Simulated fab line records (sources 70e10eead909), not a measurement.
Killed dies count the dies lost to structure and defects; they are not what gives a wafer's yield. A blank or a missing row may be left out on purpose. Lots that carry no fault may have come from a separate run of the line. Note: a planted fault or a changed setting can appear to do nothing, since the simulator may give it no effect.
fab line records	flow nandHarc
[record] lots = 12	wafers = 36	lastDay = 24
route steps=1159 shown P_M0@268 P_M1@285 END@1159
lots that met no fault: taken from a fault-free run of the same line
startH: hours from the record's first day to the start of the lot's first wafer shown	waitH: hours since the lot's step before	" the same as in the row above	L1.1+2: a single row standing in for several wafers	- value missing, or start not given	* or withheld: withheld	< > ~ a bound
route shown NAME@n: NAME is a module with steps in the file, n the number in the route of the first one	usual: mean/standard deviation of fault-free wafers	same: alike in all rows	chamber/n: place in a boat	sites: the reading at each site	_std_site: their standard deviation	_edge_site: outer sites' mean less inner sites'	radiusMm: how far each site lies from the wafer's centre	mask NAME#n: copy n	behind: the most recent tool/chamber to have shaped the wafer	hold: the reason the lot was held/the length of the hold in hours/how it ended	device: names the non-switching transistor (n, p or np)	end of line: tests run on the same wafers once the route is complete	a step without rows: its recipe alone	killed: at the first sort, the dies lost to defects and structure; wafer yield is something else	map: dies across one wafer; x = killed, . = not, _ = none there
set.NAME: setting as actually run; set.NAME@STEP: the setting as run at that earlier step	model.NAME: the simulator's own value behind a step, which no gauge read
a sample of lots followed through the steps of the route, with each step as a table and each wafer as a row
services: from which hour (startH, from the record's first day; less than 0 if before it) a tool's chamber was out of use, for how many hours, and why
[[steps]]
[step NHARC_P_M0_ETCH_15]
[recipe] targetDepthA = 1500	overetchA = 150	timeS = 82.5	c4f8FlowSccm = withheld	arFlowSccm = 400	rfW = 600	biasW = 300	chemistry = C4F8/Ar
[usual] oesProductAu = 0.954/0.019	rfVppV = 439.6/2.6
lot.wafer	tool	chamber	startH	waitH	oesProductAu	rfHoursCounterH	rfVppV
L283.2	rieDiel-07	3	-	-	0.937	4	445.0
L283.4	"	2	"	"	0.956	4	439.4
L283.6	"	0	"	"	0.939	-	439.2
L285.2	rieDiel-07	1	-	-	0.932	5	438.2
L285.1	"	3	"	"	0.959	5	444.5
L285.6	"	0	"	"	0.940	-	439.4
L286.3	rieDiel-07	2	-	-	0.948	5	439.5
L286.2	"	3	"	"	0.941	5	444.1
L286.1	"	0	"	"	0.938	5	438.5
L288.1	rieDiel-11	1	-	-	0.969	10	439.4
L288.5	"	0	"	"	0.955	-	440.7
L288.6	"	1	"	"	0.970	-	437.2
L291.4	rieDiel-11	3	-	-	0.958	11	436.7
L291.1	"	1	"	"	0.987	11	436.9
L291.6	"	0	"	"	0.976	-	440.9
L292.4	rieDiel-07	0	-	-	0.977	7	438.4
L292.2	"	3	"	"	0.953	7	445.1
L292.6	"	0	"	"	0.964	-	439.1
L296.3	rieDiel-11	2	-	-	0.958	1	439.3
L296.4	"	3	"	"	0.948	1	439.1
L296.6	"	1	"	"	0.977	-	437.9
L295.4	rieDiel-07	2	-	-	0.935	8	440.6
L295.3	"	3	"	"	0.932	8	444.6
L295.5	"	2	"	"	0.937	-	439.7
L298.1	rieDiel-11	1	-	-	0.979	1	437.8
L298.3	"	2	"	"	0.981	1	436.9
L298.6	"	1	"	"	0.971	-	439.8
L302.1	rieDiel-11	2	-	-	0.983	4	437.4
L302.6	"	2	"	"	0.977	-	436.4
L302.5	"	3	"	"	0.950	-	436.4
L303.4	rieDiel-11	1	-	-	0.967	4	439.2
L303.3	"	0	"	"	0.974	4	441.1
L303.6	"	1	"	"	0.953	-	438.0
L304.3	rieDiel-11	3	-	-	0.966	5	438.0
L304.6	"	3	"	"	0.971	-	435.5
L304.5	"	0	"	"	0.970	-	440.7
[step NHARC_P_M0_DEGAS_28]
[recipe] tempC = 250	timeS = 60
[usual] heaterPowerW = 342/38	susceptorTempC = 250.00/0.16
lot.wafer	tool	chamber	startH	waitH	heaterPowerW	susceptorTempC
L283.4	pvdSputter-02	-	136.06	-	356	250.11
L283.2	"	-	"	"	382	249.78
L283.6	"	-	"	"	341	249.97
L285.1	pvdSputter-01	-	144.85	-	278	250.01
L285.2	"	-	"	"	308	250.09
L285.6	"	-	"	"	315	250.09
L286.1	pvdSputter-02	-	144.97	-	364	249.97
L286.3	"	-	"	"	395	249.82
L286.2	"	-	"	"	385	249.73
L288.1	pvdSputter-02	-	166.64	-	365	249.89
L288.6	"	-	"	"	347	249.92
L288.5	"	-	"	"	362	249.81
L291.4	pvdSputter-01	-	183.64	-	319	-
L291.1	"	-	"	"	283	-
L291.6	"	-	"	"	300	-
L292.2	pvdSputter-03	-	192.49	-	372	249.95
L292.4	"	-	"	"	291	250.02
L292.6	"	-	"	"	284	250.06
L296.4	pvdSputter-02	-	205.06	-	349	250.25
L296.3	"	-	"	"	370	250.22
L296.6	"	-	"	"	350	250.00
L295.4	pvdSputter-01	-	205.60	-	329	-
L295.3	"	-	"	"	283	-
L295.5	"	-	"	"	329	-
L298.1	pvdSputter-01	-	214.53	-	320	250.26
L298.3	"	-	"	"	300	249.73
L298.6	"	-	"	"	327	249.91
L302.1	pvdSputter-03	-	236.52	-	302	249.92
L302.5	"	-	"	"	296	249.82
L302.6	"	-	"	"	327	250.21
L303.4	pvdSputter-02	-	246.28	-	375	249.90
L303.3	"	-	"	"	413	250.32
L303.6	"	-	"	"	346	249.95
L304.3	pvdSputter-02	-	246.92	-	374	250.23
L304.5	"	-	"	"	398	250.08
L304.6	"	-	"	"	374	250.13
[step NHARC_P_M0_DEP_32]
[recipe] targetThkA = 300	tempC = 370	targetThkNm = 30	pressureTorr = 3	flowSccm = 200	rfW = 450	material = SiCN
[usual] chamberPressureTorr = 3.000/0.0069	heaterPowerOuterW = 360/63	heaterPowerW = 612/78	susceptorTempC = 370.00/0.23
lot.wafer	tool	chamber	startH	waitH	chamberPressureTorr	heaterPowerOuterW	heaterPowerW	susceptorTempC
L283.2	pecvd-03	1	137.76	0.1	3.002	374	647	370.34
L283.4	"	2	"	"	3.007	472	734	369.96
L283.6	"	0	"	"	2.990	313	526	369.99
L285.2	pecvd-01	2	146.67	0.1	2.996	416	695	370.28
L285.1	"	0	"	"	3.001	348	641	369.99
L285.6	"	0	"	"	2.993	354	635	370.25
L286.3	pecvd-03	0	146.90	0.1	2.997	247	448	370.31
L286.1	"	1	"	"	2.997	293	558	370.34
L286.2	"	2	"	"	3.007	488	766	369.99
L288.1	pecvd-02	1	168.41	0.1	3.000	325	544	369.87
L288.6	"	2	"	"	3.001	375	644	370.05
L288.5	"	1	"	"	3.001	327	548	369.94
L291.1	pecvd-01	1	186.15	0.1	3.005	379	602	369.89
L291.6	"	1	"	"	3.008	376	594	369.84
L291.4	"	2	"	"	3.008	374	633	370.18
L292.2	pecvd-03	2	194.25	0.1	2.996	508	782	370.21
L292.6	"	2	"	"	3.011	511	795	370.09
L292.4	"	1	"	"	3.001	384	651	369.96
L296.3	pecvd-03	1	207.22	0.1	2.988	369	645	369.97
L296.6	"	1	"	"	2.983	374	650	369.45
L296.4	"	2	"	"	2.994	420	662	370.03
L295.3	pecvd-01	2	207.29	0.1	3.003	352	614	369.93
L295.4	"	2	"	"	2.994	353	619	370.17
L295.5	"	1	"	"	2.988	402	664	370.00
L298.3	pecvd-01	0	216.37	0.1	2.993	321	589	369.78
L298.1	"	1	"	"	3.007	334	567	369.85
L298.6	"	2	"	"	3.005	325	597	369.81
L302.1	pecvd-02	1	238.25	0.1	2.998	334	568	370.27
L302.5	"	1	"	"	2.992	330	560	370.18
L302.6	"	0	"	"	3.000	333	581	369.64
L303.3	pecvd-03	2	248.15	0.1	3.003	492	750	370.01
L303.4	"	0	"	"	3.011	257	484	369.98
L303.6	"	1	"	"	2.994	386	669	369.90
L304.3	pecvd-03	0	248.78	0.1	2.987	232	450	369.71
L304.5	"	0	"	"	2.998	239	443	369.90
L304.6	"	1	"	"	3.004	378	659	369.92
[step NHARC_P_M1_DEP_00]
[recipe] targetThkA = 1825	targetThkNm = 182.5	tempC = withheld	pressureTorr = 5	flowSccm = 200	rfW = 600	material = SiOC
[usual] chamberPressureTorr = 5.000/0.01	rfFwdPowerW = 598.8/1.7
lot.wafer	tool	chamber	startH	waitH	chamberPressureTorr	rfFwdPowerW
L283.2	pecvd-02	0	138.23	-	5.006	599.4
L283.4	"	0	"	"	5.003	598.8
L283.6	"	1	"	"	4.986	598.7
L285.2	pecvd-02	0	147.09	-	5.000	599.6
L285.1	"	2	"	"	4.998	596.4
L285.6	"	0	"	"	5.009	598.0
L286.3	pecvd-03	2	147.29	-	4.995	599.1
L286.1	"	0	"	"	4.985	598.1
L286.2	"	1	"	"	4.997	601.9
L288.1	pecvd-03	2	168.80	-	5.019	600.4
L288.5	"	2	"	"	5.018	600.5
L288.6	"	0	"	"	5.012	598.3
L291.1	pecvd-02	1	186.64	-	5.003	600.1
L291.4	"	1	"	"	4.992	600.4
L291.6	"	2	"	"	5.001	599.3
L292.2	pecvd-02	2	194.66	-	5.001	597.6
L292.4	"	0	"	"	5.005	598.2
L292.6	"	1	"	"	5.007	596.7
L296.3	pecvd-02	0	207.64	-	-	-
L296.4	"	2	"	"	-	-
L296.6	"	1	"	"	-	-
L295.3	pecvd-01	1	207.73	-	-	-
L295.4	"	0	"	"	-	-
L295.5	"	2	"	"	-	-
L298.1	pecvd-03	1	216.79	-	4.999	601.5
L298.3	"	2	"	"	5.005	598.7
L298.6	"	0	"	"	4.994	599.2
L302.1	pecvd-03	1	238.89	0.6	5.014	598.3
L302.5	"	2	"	"	4.999	598.2
L302.6	"	0	"	"	4.999	597.6
L303.3	pecvd-02	1	248.70	-	5.001	597.1
L303.4	"	0	"	"	5.005	598.7
L303.6	"	1	"	"	4.997	595.9
L304.3	pecvd-02	1	249.39	-	4.995	597.9
L304.6	"	0	"	"	5.004	599.0
L304.5	"	1	"	"	4.994	600.2
[step NHARC_END_SORT_01]
[recipe] tempC = 25
[usual] defectLimitedYield = 94.9/1.7	killedAtArray = 31/12	killedAtOther = 0.6/0.85	killedAtPeriphery = 3.0/2.3	killedDies = 35/12	killedOpen = 3.2/1.9	killedShort = 1.8/1.4	sort_bin_2_pct = 1.6/0.7	sort_bin_3_pct = 0.28/0.22	sort_bin_4_pct = 3.3/1.2	sortNPass = 642/12	sortRimYieldPct = 97.7/1.5	sortYieldPct = 94.9/1.7
[same] grossDies = 677	sort_bin_5_pct[%] = 0	sort_bin_6_pct[%] = 0	sort_bin_7_pct[%] = 0	sort_bin_8_pct[%] = 0	sortRimNGross = 106.00
lot.wafer	tool	chamber	startH	waitH	hold	defectLimitedYield[%]	killedAtArray	killedAtOther	killedAtPeriphery	killedDies	killedOpen	killedShort	sort_bin_2_pct[%]	sort_bin_3_pct[%]	sort_bin_4_pct[%]	sortNPass	sortRimYieldPct[%]	sortYieldPct[%]
L286.1	prober-01	0	445.59	2.5	-	97.6	11	0	5	16	3	2	0.4	0.30	1.6	661	97.2	97.6
L286.2	prober-01	0	446.39	2.8	-	97.3	16	0	2	18	3	2	1.0	0.15	1.5	659	98.1	97.3
L286.3	prober-01	0	447.19	3.1	-	98.5	7	0	3	10	1	4	0.3	0	1.2	667	99.1	98.5
L285.1	prober-02	0	453.39	2.5	-	93.9	39	0	2	41	3	3	1.8	0.30	4.0	636	96.2	93.9
L285.2	prober-02	0	454.21	2.8	-	95.4	30	0	1	31	3	1	1.3	0.44	2.8	646	100.0	95.4
L285.6	prober-02	0	457.49	4.1	-	95.4	30	0	1	31	1	3	1.0	0	3.5	646	98.1	95.4
L283.2	prober-01	0	462.04	2.8	-	94.5	35	0	2	37	2	0	1.9	0.59	3.0	640	99.1	94.5
L283.4	prober-01	0	463.61	3.4	-	95.3	29	0	3	32	4	2	1.3	0.15	3.2	645	95.3	95.3
L283.6	prober-01	0	465.19	3.9	-	92.8	48	0	1	49	3	2	2.2	0.30	4.7	628	99.1	92.8
L288.1	prober-02	0	500.94	2.5	-	94.1	40	0	0	40	0	2	2.1	0.15	3.7	637	98.1	94.1
L288.5	prober-02	0	504.14	3.7	-	94.2	34	1	4	39	7	2	2.2	0.44	3.1	638	99.1	94.2
L288.6	prober-02	0	504.94	4.0	-	93.9	39	1	1	41	2	2	2.1	0.15	3.8	636	97.2	93.9
L291.1	prober-01	0	508.69	2.5	-	93.1	45	1	1	47	4	2	1.5	0.30	5.2	630	98.1	93.1
L291.4	prober-01	0	511.11	3.4	-	94.5	33	2	2	37	3	1	1.5	0.89	3.1	640	98.1	94.5
L291.6	prober-01	0	512.73	4.0	-	95.3	31	1	0	32	1	0	2.2	0.44	2.1	645	100.0	95.3
L292.2	prober-02	0	517.23	2.8	-	91.4	55	0	3	58	4	3	1.9	0.74	5.9	619	98.1	91.4
L292.4	prober-02	0	518.83	3.4	-	92.2	48	0	5	53	3	1	1.6	0.89	5.3	624	93.4	92.2
L292.6	prober-02	0	520.43	4.0	-	93.1	42	0	5	47	4	4	2.4	0.44	4.1	630	100.0	93.1
L298.1	prober-02	0	533.78	2.5	-	94.1	35	1	4	40	4	2	1.8	0.44	3.7	637	98.1	94.1
L298.3	prober-02	0	535.35	3.0	-	93.5	42	0	2	44	1	2	1.5	0.30	4.7	633	99.1	93.5
L298.6	prober-02	0	537.71	3.9	-	93.6	38	1	4	43	2	2	1.6	0.59	4.1	634	96.2	93.6
L296.3	prober-01	0	535.45	3.1	awaitDispo/2.3h/scrap	0	34	0	643	677	1	2	96.3	0.89	2.8	0	0	0
L296.4	prober-01	0	536.25	3.4	awaitDispo/2.3h/scrap	0	29	1	647	677	5	2	96.5	0.15	3.4	0	0	0
L296.6	prober-01	0	537.84	4.0	awaitDispo/2.3h/scrap	0	38	4	635	677	2	0	96.6	0.44	3.0	0	0	0
L295.3	prober-01	0	543.23	3.1	awaitDispo/2.7h/scrap	0	32	0	645	677	5	1	96.3	0.59	3.1	0	0	0
L295.4	prober-01	0	544.03	3.4	awaitDispo/2.7h/scrap	0	32	0	645	677	2	0	96.9	0.15	3.0	0	0	0
L295.5	prober-01	0	544.83	3.7	awaitDispo/2.7h/scrap	0	32	0	645	677	3	1	96.2	0.59	3.2	0	0	0
L302.1	prober-01	0	559.34	2.5	-	91.6	53	0	4	57	3	4	2.7	0.15	5.6	620	96.2	91.6
L302.5	prober-01	0	562.53	3.7	-	90.4	64	0	1	65	1	1	3.2	0.74	5.6	612	98.1	90.4
L302.6	prober-01	0	563.33	4.0	-	92.8	48	0	1	49	2	1	2.1	0.30	4.9	628	94.3	92.8
L304.3	prober-02	0	575.62	3.1	-	95.9	26	0	2	28	5	0	1.5	0	2.7	649	96.2	95.9
L304.5	prober-02	0	577.22	3.7	-	96.8	22	0	0	22	1	2	0.4	0.15	2.7	655	97.2	96.8
L304.6	prober-02	0	578.02	4.0	-	96.3	20	2	3	25	7	2	0.9	0.44	2.4	652	97.2	96.3
L303.3	prober-01	0	583.70	3.1	-	92.9	41	3	4	48	4	1	2.5	0.89	3.7	629	99.1	92.9
L303.4	prober-01	0	584.49	3.4	-	94.2	31	2	6	39	5	0	2.5	0.30	3.0	638	98.1	94.2
L303.6	prober-01	0	586.07	4.0	-	94.7	31	1	4	36	4	0	1.8	0.44	3.1	641	100.0	94.7
// killed by level:class
L286.1 A_CHANNEL_HOLE_D1:chamberFilmFlake=3 P_ZERO_WELL:chamberFilmFlake=2 A_SLIT:chamberFilmFlake=2 A_CONTACT:chamberFilmFlake=2 P_CONTACT:geometricParticle:open=1 P_M2:geometricParticle:open=1 A_SOURCE_PLATE:geometricParticle:open=1 A_CHANNEL_FILL_D1:geometricParticle:short=1
L286.2 A_CONTACT:chamberFilmFlake=5 A_STAIRCASE:chamberFilmFlake=3 A_CHANNEL_HOLE_D1:chamberFilmFlake=2 P_ZERO_WELL:geometricParticle:open=1 A_CHANNEL_FILL_D1:geometricParticle:short=1 A_SGD_CUT:geometricParticle:short=1 A_WL_FILL:geometricParticle:open=1 A_M1:geometricParticle:open=1
L286.3 P_M0:geometricParticle:short=2 A_CONTACT:chamberFilmFlake=2 P_CONTACT:geometricParticle:open=1 A_SOURCE_PLATE:geometricParticle:short=1 A_SGD_CUT:geometricParticle:short=1 A_ZERO_WELL:chamberFilmFlake=1 A_CHANNEL_HOLE_D1:chamberFilmFlake=1 A_CHANNEL_FILL_D1:chamberFilmFlake=1
L285.1 A_CHANNEL_HOLE_D1:chamberFilmFlake=17 A_SLIT:chamberFilmFlake=10 A_CONTACT:chamberFilmFlake=4 A_STAIRCASE:chamberFilmFlake=3 P_CONTACT:geometricParticle:short=1 A_SOURCE_PLATE:geometricParticle:open=1 A_ONON_D1:geometricParticle:short=1 A_CHANNEL_FILL_D1:geometricParticle:open=1
L285.2 A_CHANNEL_HOLE_D1:chamberFilmFlake=13 A_SLIT:chamberFilmFlake=8 A_STAIRCASE:chamberFilmFlake=5 P_CONTACT:geometricParticle:open=1 A_SGD_CUT:geometricParticle:short=1 A_BLC:geometricParticle:open=1 A_M0:geometricParticle:open=1 A_CONTACT:chamberFilmFlake=1
L285.6 A_SLIT:chamberFilmFlake=13 A_CHANNEL_HOLE_D1:chamberFilmFlake=11 A_STAIRCASE:chamberFilmFlake=2 P_M1:geometricParticle:short=1 A_ONON_D1:geometricParticle:open=1 A_CHANNEL_FILL_D1:geometricParticle:short=1 A_CONTACT:geometricParticle:short=1 A_CONTACT:chamberFilmFlake=1
L283.2 A_CHANNEL_HOLE_D1:chamberFilmFlake=18 A_SLIT:chamberFilmFlake=9 A_STAIRCASE:chamberFilmFlake=5 P_M0:geometricParticle:open=1 A_CHANNEL_FILL_D1:geometricParticle:open=1 P_ZERO_WELL:chamberFilmFlake=1 A_CONTACT:chamberFilmFlake=1 A_BLC:chamberFilmFlake=1
L283.4 A_CHANNEL_HOLE_D1:chamberFilmFlake=12 A_SLIT:chamberFilmFlake=10 A_STAIRCASE:chamberFilmFlake=3 P_GATE:geometricParticle:open=1 P_CONTACT:geometricParticle:open=1 A_ONON_D1:geometricParticle:open=1 A_SGD_CUT:geometricParticle:short=1 A_CONTACT:geometricParticle:short=1
L283.6 A_SLIT:chamberFilmFlake=19 A_CHANNEL_HOLE_D1:chamberFilmFlake=10 A_STAIRCASE:chamberFilmFlake=8 A_CONTACT:chamberFilmFlake=4 P_M2:geometricParticle:short=1 A_CHANNEL_FILL_D1:geometricParticle:short=1 A_CHANNEL_FILL_D1:geometricParticle:open=1 A_CONTACT:geometricParticle:open=1
L288.1 A_SLIT:chamberFilmFlake=14 A_STAIRCASE:chamberFilmFlake=12 A_CONTACT:chamberFilmFlake=8 A_CHANNEL_HOLE_D1:chamberFilmFlake=3 A_SOURCE_PLATE:geometricParticle:short=1 A_WL_FILL:geometricParticle:short=1 A_WL_FILL:chamberFilmFlake=1
L288.5 A_STAIRCASE:chamberFilmFlake=13 A_SLIT:chamberFilmFlake=5 A_CHANNEL_HOLE_D1:chamberFilmFlake=4 A_CONTACT:chamberFilmFlake=4 A_BLC:geometricParticle:open=2 A_M0:geometricParticle:open=2 P_CONTACT:geometricParticle:open=1 P_M2:geometricParticle:open=1
L288.6 A_STAIRCASE:chamberFilmFlake=14 A_SLIT:chamberFilmFlake=9 A_CHANNEL_HOLE_D1:chamberFilmFlake=5 A_CONTACT:chamberFilmFlake=5 A_ONON_D1:geometricParticle:open=2 A_ONON_D1:geometricParticle:short=2 A_WL_FILL:chamberFilmFlake=2 P_STI:chamberFilmFlake=1
L291.1 A_SLIT:chamberFilmFlake=17 A_CHANNEL_HOLE_D1:chamberFilmFlake=14 A_STAIRCASE:chamberFilmFlake=6 A_CONTACT:geometricParticle:open=2 A_CONTACT:chamberFilmFlake=2 P_CONTACT:geometricParticle:open=1 A_ONON_D1:geometricParticle:open=1 A_WL_FILL:geometricParticle:short=1
L291.4 A_CHANNEL_HOLE_D1:chamberFilmFlake=14 A_SLIT:chamberFilmFlake=11 A_STAIRCASE:chamberFilmFlake=3 A_ONON_D1:geometricParticle:open=2 A_WL_FILL:chamberFilmFlake=2 THIN_TSV:chamberFilmFlake=2 P_M0:geometricParticle:short=1 P_M0:geometricParticle:open=1
L291.6 A_SLIT:chamberFilmFlake=13 A_CHANNEL_HOLE_D1:chamberFilmFlake=12 A_WL_FILL:chamberFilmFlake=3 A_CONTACT:chamberFilmFlake=2 A_ONON_D1:geometricParticle:open=1 THIN_TSV:chamberFilmFlake=1
L292.2 A_CHANNEL_HOLE_D1:chamberFilmFlake=24 A_SLIT:chamberFilmFlake=13 A_STAIRCASE:chamberFilmFlake=5 A_SGD_CUT:chamberFilmFlake=4 A_CONTACT:chamberFilmFlake=3 A_CONTACT:geometricParticle:open=2 P_CONTACT:geometricParticle:open=1 A_CHANNEL_HOLE_D1:geometricParticle:short=1
L292.4 A_CHANNEL_HOLE_D1:chamberFilmFlake=18 A_SLIT:chamberFilmFlake=13 A_SGD_CUT:chamberFilmFlake=8 P_GATE:chamberFilmFlake=3 A_ZERO_WELL:chamberFilmFlake=3 A_CONTACT:chamberFilmFlake=2 P_CONTACT:geometricParticle:open=1 A_ONON_D1:geometricParticle:open=1
L292.6 A_SLIT:chamberFilmFlake=14 A_CHANNEL_HOLE_D1:chamberFilmFlake=13 A_SGD_CUT:chamberFilmFlake=4 A_WL_FILL:geometricParticle:short=3 P_GATE:chamberFilmFlake=3 A_STAIRCASE:chamberFilmFlake=2 P_CONTACT:geometricParticle:open=1 A_CHANNEL_FILL_D1:geometricParticle:short=1
L298.1 A_CHANNEL_HOLE_D1:chamberFilmFlake=19 A_CONTACT:chamberFilmFlake=4 A_BLC:chamberFilmFlake=3 A_SLIT:chamberFilmFlake=3 P_BONDPAD:chamberFilmFlake=2 P_M0:geometricParticle:open=1 A_ONON_D1:geometricParticle:open=1 A_CHANNEL_HOLE_D1:geometricParticle:open=1
L298.3 A_CHANNEL_HOLE_D1:chamberFilmFlake=29 A_BLC:chamberFilmFlake=5 A_SLIT:chamberFilmFlake=3 A_ZERO_WELL:chamberFilmFlake=2 P_M0:geometricParticle:short=1 A_CHANNEL_FILL_D1:geometricParticle:short=1 A_M1:geometricParticle:open=1 P_ZERO_WELL:chamberFilmFlake=1
L296.3 P_M1:areaDep=641 A_CHANNEL_HOLE_D1:chamberFilmFlake=25 A_STAIRCASE:chamberFilmFlake=3 A_WL_FILL:chamberFilmFlake=3 P_M0:geometricParticle:short=1 A_CHANNEL_FILL_D1:geometricParticle:short=1 A_CONTACT:geometricParticle:open=1 P_M2:chamberFilmFlake=1
L296.4 P_M1:areaDep=644 A_CHANNEL_HOLE_D1:chamberFilmFlake=21 A_STAIRCASE:chamberFilmFlake=3 P_STI:geometricParticle:open=1 P_CONTACT:geometricParticle:open=1 P_BONDPAD:geometricParticle:open=1 A_SGD_CUT:geometricParticle:short=1 A_SGD_CUT:geometricParticle:open=1
L298.6 A_CHANNEL_HOLE_D1:chamberFilmFlake=23 A_SLIT:chamberFilmFlake=4 A_BLC:chamberFilmFlake=3 P_BONDPAD:chamberFilmFlake=2 A_STAIRCASE:chamberFilmFlake=2 A_CONTACT:chamberFilmFlake=2 A_SOURCE_PLATE:geometricParticle:short=1 A_ONON_D1:geometricParticle:short=1
L296.6 P_M1:areaDep=634 A_CHANNEL_HOLE_D1:chamberFilmFlake=29 A_STAIRCASE:chamberFilmFlake=4 THIN_TSV:chamberFilmFlake=3 A_WL_FILL:chamberFilmFlake=2 A_CONTACT:chamberFilmFlake=2 A_SGD_CUT:geometricParticle:open=1 STARTING-WAFER:geometricParticle:open=1
L295.3 P_M1:areaDep=644 A_CHANNEL_HOLE_D1:chamberFilmFlake=22 A_CONTACT:geometricParticle:open=2 A_WL_FILL:chamberFilmFlake=2 A_CONTACT:chamberFilmFlake=2 P_CONTACT:geometricParticle:short=1 A_ONON_D1:geometricParticle:open=1 A_WL_FILL:geometricParticle:open=1
L295.4 P_M1:areaDep=645 A_CHANNEL_HOLE_D1:chamberFilmFlake=25 A_WL_FILL:chamberFilmFlake=2 A_ONON_D1:geometricParticle:open=1 A_CONTACT:geometricParticle:open=1 A_ZERO_WELL:chamberFilmFlake=1 A_STAIRCASE:chamberFilmFlake=1 A_CONTACT:chamberFilmFlake=1
L295.5 P_M1:areaDep=643 A_CHANNEL_HOLE_D1:chamberFilmFlake=22 A_STAIRCASE:chamberFilmFlake=3 P_CONTACT:geometricParticle:open=1 A_CHANNEL_HOLE_D1:geometricParticle:open=1 A_CONTACT:geometricParticle:short=1 A_M0:geometricParticle:open=1 P_GATE:chamberFilmFlake=1
L302.1 A_SLIT:chamberFilmFlake=20 A_CHANNEL_HOLE_D1:chamberFilmFlake=13 A_CONTACT:chamberFilmFlake=7 A_BONDPAD:chamberFilmFlake=4 A_STAIRCASE:chamberFilmFlake=3 P_GATE:chamberFilmFlake=2 P_M1:geometricParticle:short=1 P_M1:geometricParticle:open=1
L302.5 A_CHANNEL_HOLE_D1:chamberFilmFlake=28 A_SLIT:chamberFilmFlake=23 A_STAIRCASE:chamberFilmFlake=5 A_CONTACT:chamberFilmFlake=3 A_CHANNEL_FILL_D1:chamberFilmFlake=2 A_BONDPAD:chamberFilmFlake=2 P_CONTACT:geometricParticle:short=1 A_CONTACT:geometricParticle:open=1
L302.6 A_SLIT:chamberFilmFlake=19 A_CHANNEL_HOLE_D1:chamberFilmFlake=15 A_CONTACT:chamberFilmFlake=4 A_CHANNEL_FILL_D1:chamberFilmFlake=3 A_STAIRCASE:chamberFilmFlake=2 A_WL_FILL:geometricParticle:open=1 A_CONTACT:geometricParticle:short=1 A_CONTACT:geometricParticle:open=1
L304.3 A_CHANNEL_HOLE_D1:chamberFilmFlake=12 A_CONTACT:chamberFilmFlake=5 A_ZERO_WELL:chamberFilmFlake=3 P_M0:geometricParticle:open=1 A_CHANNEL_FILL_D1:geometricParticle:open=1 A_CONTACT:geometricParticle:open=1 A_BLC:geometricParticle:open=1 A_M1:geometricParticle:open=1
L304.5 A_CHANNEL_HOLE_D1:chamberFilmFlake=13 A_CONTACT:chamberFilmFlake=4 A_ONON_D1:geometricParticle:short=2 A_WL_FILL:chamberFilmFlake=2 A_ONON_D1:geometricParticle:open=1
L304.6 A_CHANNEL_HOLE_D1:chamberFilmFlake=10 A_CONTACT:geometricParticle:open=3 P_GATE:chamberFilmFlake=2 THIN_TSV:chamberFilmFlake=2 P_M0:geometricParticle:open=1 A_CHANNEL_FILL_D1:geometricParticle:short=1 A_CHANNEL_FILL_D1:geometricParticle:open=1 A_SGD_CUT:geometricParticle:open=1
L303.3 A_SLIT:chamberFilmFlake=22 A_CHANNEL_HOLE_D1:chamberFilmFlake=5 A_M1:chamberFilmFlake=5 A_CONTACT:chamberFilmFlake=3 P_GATE:chamberFilmFlake=2 A_STAIRCASE:chamberFilmFlake=2 THIN_TSV:chamberFilmFlake=2 A_ONON_D1:geometricParticle:open=1
L303.4 A_SLIT:chamberFilmFlake=19 A_CHANNEL_HOLE_D1:chamberFilmFlake=6 P_STI:chamberFilmFlake=3 A_M1:chamberFilmFlake=3 P_M0:geometricParticle:open=2 A_CONTACT:chamberFilmFlake=2 P_CONTACT:geometricParticle:open=1 A_WL_FILL:geometricParticle:open=1
L303.6 A_SLIT:chamberFilmFlake=16 A_M1:chamberFilmFlake=5 A_CHANNEL_HOLE_D1:chamberFilmFlake=4 A_CONTACT:chamberFilmFlake=3 P_CONTACT:geometricParticle:open=1 P_M2:geometricParticle:open=1 A_CHANNEL_FILL_D1:geometricParticle:open=1 A_CONTACT:geometricParticle:open=1
[[services]]
tool	chamber	startH	hours	kind
rieDiel-07	2	118.57	8.7	repair
rieDiel-11	0	119.50	-	clean
rieDiel-11	1	119.50	-	clean
rieDiel-11	2	119.50	-	clean
rieDiel-11	3	119.50	-	clean
pecvd-03	0	124.00	-	clean
pecvd-03	1	124.00	-	clean
pecvd-03	2	124.00	-	clean
pecvd-02	1	143.85	4.5	repair
rieDiel-11	0	144.00	-	clean
pecvd-02	-	153.43	13.0	pm
pecvd-02	0	153.43	13.0	ventCycle
pecvd-02	1	153.43	13.0	ventCycle
pecvd-02	2	153.43	13.0	ventCycle
pvdSputter-01	-	158.00	10.0	pm
pecvd-02	0	166.43	-	clean
pecvd-02	1	166.43	-	clean
pecvd-02	2	166.43	-	clean
rieDiel-11	-	189.50	9.0	pm
pvdSputter-02	-	214.00	10.0	pm
rieDiel-07	-	228.47	9.0	pm
pecvd-02	2	233.49	16.3	repair
pecvd-01	-	237.38	13.0	pm
pvdSputter-03	-	245.39	2.3	repair
[[key]]
[firstSign] step = NHARC_P_M1_DEP_00	reading = toolRecord	direction = missing
[effect] step = NHARC_END_SORT_01	reading = killedAtPeriphery	direction = up	sigmas = 99+	usual = 3.0	struck = 643.3
[moreKillsBornAt] NHARC_P_M1_DEP_00@pecvd-01 = 1932	NHARC_P_M1_DEP_00@pecvd-02 = 1919
metAt NHARC_P_M1_DEP_00
struckLots L295,L296
laterRowsLeftOut L295.3,L295.4,L295.5,L296.3,L296.4,L296.6
notActingAt NHARC_P_M0_ETCH_15,NHARC_P_M0_DEGAS_28,NHARC_P_M0_DEP_32
onsetBetween 194.66 207.64
[fault] kind = skippedStepWhole	tool = pecvd-01,pecvd-02	chamber = -	onsetH = 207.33	steps = NHARC_P_M1_DEP_00	scope = struckLotsOnly
// laterRowsLeftOut: the simulator's readings of these wafers behind a module that went badly wrong aren't trusted and aren't shown, but for the sort
